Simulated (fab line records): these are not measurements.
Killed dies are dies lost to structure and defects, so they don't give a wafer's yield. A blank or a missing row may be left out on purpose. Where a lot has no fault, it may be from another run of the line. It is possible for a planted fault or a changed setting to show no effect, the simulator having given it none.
A sampling plan put to the test    flow n5 finfet    40 faults told of in these records, all on one fab line, each judged by the records of the lots it struck
The line's own looks make up the plan; these are the steps of the route where a gauge or inspection reads the wafer and leaves it unchanged. A look can be judged if struck wafers have a number there and the file gives its usual mean and standard deviation on fault-free wafers. Caught: a look later than the fault's first step finds the struck wafers' mean 4 or more of those standard deviations (sigma) from the usual mean. On the tool: the identical test, applied to the tool's own readings at the steps of the fault. Also counted as caught: the struck wafers showing another recipe, or a record that is empty for them alone.

THE FAULTS, as the simulator had put them in
1. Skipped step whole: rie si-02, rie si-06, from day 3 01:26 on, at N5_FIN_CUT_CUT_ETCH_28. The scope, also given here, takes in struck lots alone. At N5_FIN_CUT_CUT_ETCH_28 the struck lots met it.
2. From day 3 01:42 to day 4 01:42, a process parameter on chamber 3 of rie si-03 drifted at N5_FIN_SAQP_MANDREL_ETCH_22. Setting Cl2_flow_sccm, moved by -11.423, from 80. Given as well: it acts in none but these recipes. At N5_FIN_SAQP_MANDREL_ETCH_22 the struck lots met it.
3. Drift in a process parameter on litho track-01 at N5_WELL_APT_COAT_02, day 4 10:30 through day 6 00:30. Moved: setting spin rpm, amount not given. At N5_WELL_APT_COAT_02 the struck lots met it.
4. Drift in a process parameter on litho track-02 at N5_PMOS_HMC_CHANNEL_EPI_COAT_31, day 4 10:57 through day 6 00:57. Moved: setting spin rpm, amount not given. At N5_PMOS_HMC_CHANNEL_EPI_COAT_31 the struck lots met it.
5. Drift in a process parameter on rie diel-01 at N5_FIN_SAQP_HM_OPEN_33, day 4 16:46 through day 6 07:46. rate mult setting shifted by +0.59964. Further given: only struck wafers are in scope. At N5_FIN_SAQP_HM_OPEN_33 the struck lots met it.
6. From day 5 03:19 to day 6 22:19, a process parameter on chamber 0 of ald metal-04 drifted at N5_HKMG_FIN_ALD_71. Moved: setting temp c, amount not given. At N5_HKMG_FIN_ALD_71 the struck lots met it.
7. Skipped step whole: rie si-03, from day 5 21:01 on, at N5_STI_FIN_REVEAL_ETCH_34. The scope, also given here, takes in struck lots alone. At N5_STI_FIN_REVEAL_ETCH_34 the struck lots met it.
8. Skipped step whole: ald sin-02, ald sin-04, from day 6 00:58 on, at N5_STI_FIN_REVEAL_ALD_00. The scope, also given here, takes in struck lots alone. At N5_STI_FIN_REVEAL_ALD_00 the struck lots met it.
9. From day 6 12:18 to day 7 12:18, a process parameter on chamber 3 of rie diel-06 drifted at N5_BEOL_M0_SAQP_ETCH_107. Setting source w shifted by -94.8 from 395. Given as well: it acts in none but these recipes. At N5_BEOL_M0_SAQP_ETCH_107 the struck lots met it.
10. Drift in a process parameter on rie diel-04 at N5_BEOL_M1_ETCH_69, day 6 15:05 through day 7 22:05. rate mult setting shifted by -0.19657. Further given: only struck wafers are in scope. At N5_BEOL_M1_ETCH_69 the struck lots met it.
11. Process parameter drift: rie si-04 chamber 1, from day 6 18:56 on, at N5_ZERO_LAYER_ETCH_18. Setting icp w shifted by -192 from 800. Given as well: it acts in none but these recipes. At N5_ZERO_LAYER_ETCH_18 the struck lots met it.
12. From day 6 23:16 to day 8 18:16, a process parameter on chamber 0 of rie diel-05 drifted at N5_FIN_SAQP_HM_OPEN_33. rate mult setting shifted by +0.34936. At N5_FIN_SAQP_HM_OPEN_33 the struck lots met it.
13. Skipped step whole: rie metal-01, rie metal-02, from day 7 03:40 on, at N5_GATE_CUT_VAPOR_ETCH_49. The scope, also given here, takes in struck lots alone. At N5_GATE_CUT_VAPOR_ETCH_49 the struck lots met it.
14. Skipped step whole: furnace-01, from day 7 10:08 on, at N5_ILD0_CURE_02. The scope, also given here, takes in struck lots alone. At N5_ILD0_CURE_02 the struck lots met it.
15. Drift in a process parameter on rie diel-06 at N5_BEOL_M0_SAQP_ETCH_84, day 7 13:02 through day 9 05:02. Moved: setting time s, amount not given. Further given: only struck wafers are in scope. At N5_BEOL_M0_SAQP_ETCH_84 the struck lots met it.
16. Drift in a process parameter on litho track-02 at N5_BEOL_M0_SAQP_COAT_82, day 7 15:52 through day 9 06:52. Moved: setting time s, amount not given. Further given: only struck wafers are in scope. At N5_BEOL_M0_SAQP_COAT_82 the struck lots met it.
17. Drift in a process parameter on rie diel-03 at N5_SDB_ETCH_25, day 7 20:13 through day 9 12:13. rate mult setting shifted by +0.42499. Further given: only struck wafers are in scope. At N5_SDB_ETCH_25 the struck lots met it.
18. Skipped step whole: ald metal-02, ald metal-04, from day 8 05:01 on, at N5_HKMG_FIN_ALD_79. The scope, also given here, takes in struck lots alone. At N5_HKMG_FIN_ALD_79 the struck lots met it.
19. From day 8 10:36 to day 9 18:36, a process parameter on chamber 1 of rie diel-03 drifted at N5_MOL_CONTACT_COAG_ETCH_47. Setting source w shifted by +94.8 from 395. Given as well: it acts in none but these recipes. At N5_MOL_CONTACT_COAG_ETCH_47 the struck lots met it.
20. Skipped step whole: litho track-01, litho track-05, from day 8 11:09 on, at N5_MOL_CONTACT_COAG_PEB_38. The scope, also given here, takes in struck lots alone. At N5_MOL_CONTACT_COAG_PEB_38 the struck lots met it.
21. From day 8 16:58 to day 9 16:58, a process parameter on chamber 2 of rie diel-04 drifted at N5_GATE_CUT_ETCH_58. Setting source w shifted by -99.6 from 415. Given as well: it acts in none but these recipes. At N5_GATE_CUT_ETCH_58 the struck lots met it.
22. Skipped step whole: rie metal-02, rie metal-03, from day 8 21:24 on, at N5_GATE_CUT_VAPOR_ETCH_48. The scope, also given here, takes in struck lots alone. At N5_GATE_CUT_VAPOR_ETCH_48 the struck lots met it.
23. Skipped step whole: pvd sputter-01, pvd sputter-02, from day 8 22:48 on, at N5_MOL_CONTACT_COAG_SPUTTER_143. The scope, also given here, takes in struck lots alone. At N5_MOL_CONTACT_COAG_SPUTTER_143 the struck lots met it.
24. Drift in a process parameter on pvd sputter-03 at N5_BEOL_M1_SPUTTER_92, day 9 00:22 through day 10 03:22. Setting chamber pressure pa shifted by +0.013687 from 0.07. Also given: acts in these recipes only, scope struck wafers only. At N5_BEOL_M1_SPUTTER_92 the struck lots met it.
25. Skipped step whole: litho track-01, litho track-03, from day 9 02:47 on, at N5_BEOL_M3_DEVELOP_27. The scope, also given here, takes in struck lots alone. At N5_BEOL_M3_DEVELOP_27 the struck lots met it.
26. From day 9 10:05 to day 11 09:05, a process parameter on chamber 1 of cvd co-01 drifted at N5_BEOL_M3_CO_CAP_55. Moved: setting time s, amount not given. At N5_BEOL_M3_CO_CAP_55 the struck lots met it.
27. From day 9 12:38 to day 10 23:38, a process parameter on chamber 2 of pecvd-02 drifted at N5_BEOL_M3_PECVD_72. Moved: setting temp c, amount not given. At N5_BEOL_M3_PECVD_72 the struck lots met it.
28. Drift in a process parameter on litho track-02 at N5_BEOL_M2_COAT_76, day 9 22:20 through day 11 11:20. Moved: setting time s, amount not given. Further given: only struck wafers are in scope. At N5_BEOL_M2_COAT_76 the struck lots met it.
29. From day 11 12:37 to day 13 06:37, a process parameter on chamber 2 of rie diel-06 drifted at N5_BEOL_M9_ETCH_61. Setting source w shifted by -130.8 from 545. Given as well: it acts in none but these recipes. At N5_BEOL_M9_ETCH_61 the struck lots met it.
30. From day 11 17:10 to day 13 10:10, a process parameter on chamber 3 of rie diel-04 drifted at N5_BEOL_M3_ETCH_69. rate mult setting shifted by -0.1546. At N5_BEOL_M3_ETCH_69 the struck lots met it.
31. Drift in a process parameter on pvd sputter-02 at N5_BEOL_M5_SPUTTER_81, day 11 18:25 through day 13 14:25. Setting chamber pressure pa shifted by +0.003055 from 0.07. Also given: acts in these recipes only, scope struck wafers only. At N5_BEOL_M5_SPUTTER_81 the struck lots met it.
32. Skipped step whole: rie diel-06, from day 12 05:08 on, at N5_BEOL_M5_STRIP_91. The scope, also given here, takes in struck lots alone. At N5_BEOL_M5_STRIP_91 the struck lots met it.
33. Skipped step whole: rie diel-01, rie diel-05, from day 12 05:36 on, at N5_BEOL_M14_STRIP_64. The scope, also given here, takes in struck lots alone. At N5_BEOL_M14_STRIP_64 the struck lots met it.
34. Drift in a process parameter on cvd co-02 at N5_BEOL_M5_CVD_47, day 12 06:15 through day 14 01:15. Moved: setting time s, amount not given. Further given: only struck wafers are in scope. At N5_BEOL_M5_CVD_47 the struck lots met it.
35. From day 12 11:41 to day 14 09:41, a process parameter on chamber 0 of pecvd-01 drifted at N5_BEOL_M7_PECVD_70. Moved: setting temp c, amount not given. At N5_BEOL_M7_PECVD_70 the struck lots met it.
36. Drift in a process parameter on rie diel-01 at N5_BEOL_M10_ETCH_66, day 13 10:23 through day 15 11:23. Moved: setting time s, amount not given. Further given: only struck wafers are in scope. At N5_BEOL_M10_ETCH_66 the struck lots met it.
37. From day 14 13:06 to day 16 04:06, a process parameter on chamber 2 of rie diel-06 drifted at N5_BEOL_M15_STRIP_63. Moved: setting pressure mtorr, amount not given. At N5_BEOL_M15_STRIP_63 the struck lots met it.
38. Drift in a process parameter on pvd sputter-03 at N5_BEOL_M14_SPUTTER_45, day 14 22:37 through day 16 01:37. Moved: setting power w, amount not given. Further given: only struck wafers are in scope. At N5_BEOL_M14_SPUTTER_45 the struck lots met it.
39. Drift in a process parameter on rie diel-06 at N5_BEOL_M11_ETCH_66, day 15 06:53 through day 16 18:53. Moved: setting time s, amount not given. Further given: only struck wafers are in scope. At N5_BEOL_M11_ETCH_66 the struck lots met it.
40. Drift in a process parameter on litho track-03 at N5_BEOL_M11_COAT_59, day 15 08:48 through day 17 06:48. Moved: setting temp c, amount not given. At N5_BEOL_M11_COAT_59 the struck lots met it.

WHAT THE PLAN SAW
fault  on the tool itself                                first look that catches it                       reading, sigma                                     median hours from its first step to that look  hours from the fault's start to the first struck lot there  judged looks passed uncaught
1      the tool's record is blank for the struck wafers  no look after it can be judged                   -                                                  -                                              -                                                           0
2      mfc cl2 sccm -53 sigma                            none of the 2 looks that can be judged after it  strongest: IOFF_P at N5_BEOL_M4_RC_MEAS_101, +2.5  -                                              -                                                           2
3      spin speed rpm +77 sigma                          none of the 3 looks that can be judged after it  -                                                  -                                              -                                                           3
4      spin speed rpm +99 or beyond sigma                none of the 2 looks that can be judged after it  -                                                  -                                              -                                                           2
5      etch rf on time s -13 sigma                       not the one look that can be judged after it     -                                                  -                                              -                                                           1
6      susceptor temp C +99 or beyond sigma              not the one look that can be judged after it     -                                                  -                                              -                                                           1
7      the tool's record is blank for the struck wafers  N5_STI_FIN_REVEAL_CD_MEAS_22                     cd nm +5.5                                         0.6                                            4                                                           0
8      the tool's record is blank for the struck wafers  not the one look that can be judged after it     -                                                  -                                              -                                                           1
9      rf fwd power W -55 sigma                          not the one look that can be judged after it     -                                                  -                                              -                                                           1
10     etch rf on time s +7.2 sigma                      not the one look that can be judged after it     -                                                  -                                              -                                                           1
11     rf fwd power W -73 sigma                          none of the 3 looks that can be judged after it  -                                                  -                                              -                                                           3
12     etch rf on time s -8.4 sigma                      not the one look that can be judged after it     -                                                  -                                              -                                                           1
13     the tool's record is blank for the struck wafers  not the one look that can be judged after it     -                                                  -                                              -                                                           1
14     the tool's record is blank for the struck wafers  not the one look that can be judged after it     -                                                  -                                              -                                                           1
15     run length s -18 sigma                            not the one look that can be judged after it     -                                                  -                                              -                                                           1
16     run length s +99 or beyond sigma                  not the one look that can be judged after it     -                                                  -                                              -                                                           1
17     only faintly: oes product au +3.7 sigma           not the one look that can be judged after it     -                                                  -                                              -                                                           1
18     the tool's record is blank for the struck wafers  N5_BEOL_M4_RC_MEAS_101                           VT_P_LVT -30                                       107.0                                          113                                                         0
19     rf fwd power W +52 sigma                          not the one look that can be judged after it     -                                                  -                                              -                                                           1
20     the tool's record is blank for the struck wafers  no look after it can be judged                   -                                                  -                                              -                                                           0
21     rf fwd power W -76 sigma                          not the one look that can be judged after it     -                                                  -                                              -                                                           1
22     the tool's record is blank for the struck wafers  not the one look that can be judged after it     -                                                  -                                              -                                                           1
23     the tool's record is blank for the struck wafers  not the one look that can be judged after it     -                                                  -                                              -                                                           1
24     chamber pressure pa +99 or beyond sigma           not the one look that can be judged after it     -                                                  -                                              -                                                           1
25     the tool's record is blank for the struck wafers  no look after it can be judged                   -                                                  -                                              -                                                           0
26     run length s -64 sigma                            none of the 2 looks that can be judged after it  -                                                  -                                              -                                                           2
27     susceptor temp C +33 sigma                        not the one look that can be judged after it     -                                                  -                                              -                                                           1
28     run length s +32 sigma                            not the one look that can be judged after it     -                                                  -                                              -                                                           1
29     rf fwd power W -47 sigma                          no look after it can be judged                   -                                                  -                                              -                                                           0
30     etch rf on time s +4.3 sigma                      not the one look that can be judged after it     -                                                  -                                              -                                                           1
31     chamber pressure pa +24 sigma                     no look after it can be judged                   -                                                  -                                              -                                                           0
32     the tool's record is blank for the struck wafers  no look after it can be judged                   -                                                  -                                              -                                                           0
33     the tool's record is blank for the struck wafers  no look after it can be judged                   -                                                  -                                              -                                                           0
34     run length s +5.2 sigma                           no look after it can be judged                   -                                                  -                                              -                                                           0
35     susceptor temp C +21 sigma                        no look after it can be judged                   -                                                  -                                              -                                                           0
36     run length s -89 sigma                            no look after it can be judged                   -                                                  -                                              -                                                           0
37     chamber pressure mTorr +99 or beyond sigma        not the one look that can be judged after it     -                                                  -                                              -                                                           1
38     cathode dc power W +99 or beyond sigma            no look after it can be judged                   -                                                  -                                              -                                                           0
39     run length s -34 sigma                            no look after it can be judged                   -                                                  -                                              -                                                           0
40     plate temp C -27 sigma                            no look after it can be judged                   -                                                  -                                              -                                                           0
A dash: this means the fault isn't caught or the number doesn't appear in these records.

Caught at a look: 2 of 40. Caught on the tool: 39 of 40. By one or the other: 39 of 40.
On the tool alone, faults 1, 2, 3, 4, 5, 6, 8, 9, 10, 11, 12, 13, 14, 15, 16, 19, 20, 21, 22, 23, 24, 25, 26, 27, 28, 29, 30, 31, 32, 33, 34, 35, 36, 37, 38, 39, 40 were caught.
Caught by neither: fault 17.

THINNER SAMPLING
In the worst case, this is how late the first struck lot would be measured if the look that catches a fault measured only every second or every third lot, by lot number:
fault  struck lots at that look, in order of time  every lot  every second lot  every third lot
7      L899, L900                                  4 h        10 h              may miss all 2
18     L585, L586, L587                            113 h      114 h             116 h
Hours are from the fault's start to the first struck lot that is measured. Since the struck wafers were tested as one group against 4 sigma, a single lot by itself may lie under the limit. Other struck lots may not be in these records.

THE LONGEST TIMED WAY FROM STEP TO LOOK
Fault 18: the median time between N5_HKMG_FIN_ALD_79 and N5_BEOL_M4_RC_MEAS_101 is 107.0 hours. No look between them can be judged.
